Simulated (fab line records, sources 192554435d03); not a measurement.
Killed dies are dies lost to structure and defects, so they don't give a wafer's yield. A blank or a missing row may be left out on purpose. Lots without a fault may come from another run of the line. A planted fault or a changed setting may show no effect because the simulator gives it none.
Which tool did it? | flow n5_finfet | 10 lots, 30 wafers sampled, at 5 steps of a route of 1938

WHAT THE GAUGES READ, wafer by wafer
N5_BEOL_M8_RS_MEAS_57: measures by four-point-probe. Usual: M8_RS 0.285 ohm/sq, standard deviation 0.0072.
lot  | measured     | on            | M8_RS (ohm/sq)    | flag
L386 | day 9 15:55  | film_metro-01 | 0.298 0.285 0.281 |
L392 | day 11 09:10 | film_metro-01 | 0.289 0.278 0.305 |
L395 | day 12 12:12 | film_metro-02 | 0.278 0.281 0.282 |
L396 | day 12 20:25 | film_metro-01 | 0.291 0.291 0.291 |
L397 | day 13 02:10 | film_metro-01 | 0.290 0.291 0.293 |
L399 | day 13 02:53 | film_metro-01 | 0.269 0.282 0.277 |
L400 | day 13 11:36 | film_metro-01 | 0.297 0.279 0.296 |
L402 | day 14 09:36 | film_metro-01 | 0.280 0.284 0.277 |
L405 | day 15 02:20 | film_metro-01 | 0.291 0.297 0.294 |
L406 | day 15 06:19 | film_metro-01 | 0.273 0.282 0.278 |

N5_BEOL_M9_THK_MEAS_01. Usual: M9_ILD_THK 267 nm, standard deviation 3.3.
lot  | measured     | on            | M9_ILD_THK (nm) | flag
L386 | day 9 16:34  | film_metro-01 | 264 262 266     |
L392 | day 11 09:49 | film_metro-02 | 268 270 272     |
L395 | day 12 12:53 | film_metro-01 | 306 304 312     | OFF
L396 | day 12 21:04 | film_metro-01 | 305 308 310     | OFF
L397 | day 13 03:11 | film_metro-01 | 304 302 312     | OFF
L399 | day 13 03:32 | film_metro-01 | 261 264 263     |
L400 | day 13 12:20 | film_metro-02 | 266 267 264     |
L402 | day 14 10:15 | film_metro-02 | 267 269 273     |
L405 | day 15 03:58 | film_metro-01 | 268 266 269     |
L406 | day 15 07:13 | film_metro-02 | 262 264 268     |

WHICH TOOL RAN EACH LOT (tool, then ch and the chambers of the sampled wafers, then the start)
lot  | N5_BEOL_M8_VIA_ETCH_34             | N5_BEOL_M8_SPUTTER_48        | N5_BEOL_M9_CURE_71
L386 | rie_diel-02 ch 1,2, day 9 13:00    | pvd_sputter-03, day 9 14:34  | uv_cure-01 ch 2, day 9 16:04
L392 | rie_diel-02 ch 0,2,3, day 11 06:17 | pvd_sputter-02, day 11 08:02 | uv_cure-02 ch 2, day 11 09:18
L395 | rie_diel-04 ch 1,2,3, day 12 08:33 | pvd_sputter-02, day 12 10:37 | uv_cure-01 ch 2, day 12 12:22
L396 | rie_diel-04 ch 2,3, day 12 16:49   | pvd_sputter-03, day 12 18:58 | uv_cure-03 ch 2, day 12 20:38
L397 | rie_diel-04 ch 1,2,3, day 12 23:25 | pvd_sputter-03, day 13 01:07 | uv_cure-03 ch 2, day 13 02:44
L399 | rie_diel-04 ch 0,2,3, day 12 23:52 | pvd_sputter-03, day 13 01:47 | uv_cure-02 ch 1, day 13 03:02
L400 | rie_diel-06 ch 2,3, day 13 08:50   | pvd_sputter-02, day 13 10:18 | uv_cure-03 ch 1, day 13 12:03
L402 | rie_diel-02 ch 1,2,3, day 14 06:12 | pvd_sputter-02, day 14 07:42 | uv_cure-01 ch 0, day 14 09:44
L405 | rie_diel-06 ch 0,2, day 14 22:47   | pvd_sputter-03, day 15 01:08 | uv_cure-02 ch 1, day 15 03:07
L406 | rie_diel-04 ch 0,1,2, day 15 02:12 | pvd_sputter-02, day 15 05:23 | uv_cure-01 ch 0, day 15 06:42
- N5_BEOL_M8_VIA_ETCH_34: etches SiCOH lowk in C4F6/O2, target depth 125.5 nm, time 50.5 s.
- N5_BEOL_M8_SPUTTER_48: material Cu, target thk 10 nm, time 1.667 s.
- N5_BEOL_M9_CURE_71: cures SiCOH lowk, time 240 s.

WHAT THE TOOLS THEMSELVES READ (means of the sampled wafers that have a number; where no wafer has one, the mark that the record gives instead)
N5_BEOL_M8_VIA_ETCH_34. Usual: drypump_motor_current_A 5.8 A, standard deviation 0.53; mfc_ar_sccm 300.1 sccm, standard deviation 0.95; oes_product_au 0.80 a.u., standard deviation 0.08; rf_vpp_V 669 V, standard deviation 5.7; showerhead_plenum_p_Torr 2.83 Torr, standard deviation 0.086; throttle_valve_pct 20.90 %, standard deviation 0.24.
lot  | tool        | drypump_motor_current_A (A) | mfc_ar_sccm (sccm) | oes_product_au (a.u.) | rf_vpp_V (V) | showerhead_plenum_p_Torr (Torr) | throttle_valve_pct (%) | flag
L386 | rie_diel-02 | 6.2                         | 300.4              | 0.78                  | 669          | 2.89                            | 21.06                  |
L392 | rie_diel-02 | 5.6                         | 299.8              | 0.77                  | 664          | 2.81                            | 20.96                  |
L395 | rie_diel-04 | 5.9                         | 299.6              | 0.84                  | 671          | 2.84                            | 20.87                  |
L396 | rie_diel-04 | 5.9                         | 300.2              | 0.79                  | 674          | 2.83                            | 20.92                  |
L397 | rie_diel-04 | 5.9                         | 301.0              | 0.82                  | 671          | 2.83                            | 20.88                  |
L399 | rie_diel-04 | 6.1                         | 300.6              | 0.82                  | 671          | 2.84                            | 20.86                  |
L400 | rie_diel-06 | 5.6                         | 299.4              | 0.71                  | 673          | 2.76                            | 20.87                  |
L402 | rie_diel-02 | 5.7                         | 300.4              | 0.89                  | 665          | 2.85                            | 20.99                  |
L405 | rie_diel-06 | 6.5                         | 299.8              | 0.72                  | 669          | 2.71                            | 20.66                  |
L406 | rie_diel-04 | 6.1                         | 298.8              | 0.83                  | 667          | 2.77                            | 20.90                  |

N5_BEOL_M8_SPUTTER_48. Usual: throttle_valve_pct 29.7 %, standard deviation 1.3.
lot  | tool           | throttle_valve_pct (%) | flag
L386 | pvd_sputter-03 | 30.6                   |
L392 | pvd_sputter-02 | 29.1                   |
L395 | pvd_sputter-02 | 29.0                   |
L396 | pvd_sputter-03 | 29.1                   |
L397 | pvd_sputter-03 | 30.7                   |
L399 | pvd_sputter-03 | 30.8                   |
L400 | pvd_sputter-02 | 28.5                   |
L402 | pvd_sputter-02 | 29.7                   |
L405 | pvd_sputter-03 | 31.0                   |
L406 | pvd_sputter-02 | 28.4                   |

N5_BEOL_M9_CURE_71. Usual: lamp_power_pct 52.32 %, standard deviation 0.054; run_length_s 286.3 s, standard deviation 1.2; wafer_temp_C_max 386.8, standard deviation 0.57.
lot  | tool       | lamp_power_pct (%) | run_length_s (s) | wafer_temp_C_max | flag
L386 | uv_cure-01 | 52.35              | 285.3            | 386.9            |
L392 | uv_cure-02 | 52.34              | 286.9            | 387.3            |
L395 | uv_cure-01 | -                  | -                | -                | OFF
L396 | uv_cure-03 | -                  | -                | -                | OFF
L397 | uv_cure-03 | -                  | -                | -                | OFF
L399 | uv_cure-02 | 52.32              | 287.2            | 387.7            |
L400 | uv_cure-03 | 52.28              | 286.6            | 386.2            |
L402 | uv_cure-01 | 52.34              | 286.4            | 385.9            |
L405 | uv_cure-02 | 52.31              | 290.7            | 387.5            | OFF
L406 | uv_cure-01 | 52.28              | 286.3            | 386.6            |

THE ANSWER, worked out from the rows above alone
Rule: a lot is off if the mean of its wafers that have a number lies more than 3 standard deviations from the usual mean. A lot without any number at a reading at which 4 lots or more have one is off too. The other lots that the step has rows for count as sound. The gauges are gone through in route order, then the tools' own readings, and for those a lot's mean is taken as printed above. The first step at which some lot is off is used, and at that step the reading that is off furthest; a lot without a number counts as furthest.
Off: L395, L396, L397, at N5_BEOL_M9_THK_MEAS_01 (M9_ILD_THK).
A tool fits if, at a process step before that reading, it ran every lot that is off, and no sound lot after the first of them. The gauges at N5_BEOL_M9_THK_MEAS_01 aren't tried: what is off there is off at N5_BEOL_M9_CURE_71 too, on other tools, and a gauge's error can't cause that. None of those tried fits.

WHAT THE SIMULATOR HAD PUT IN
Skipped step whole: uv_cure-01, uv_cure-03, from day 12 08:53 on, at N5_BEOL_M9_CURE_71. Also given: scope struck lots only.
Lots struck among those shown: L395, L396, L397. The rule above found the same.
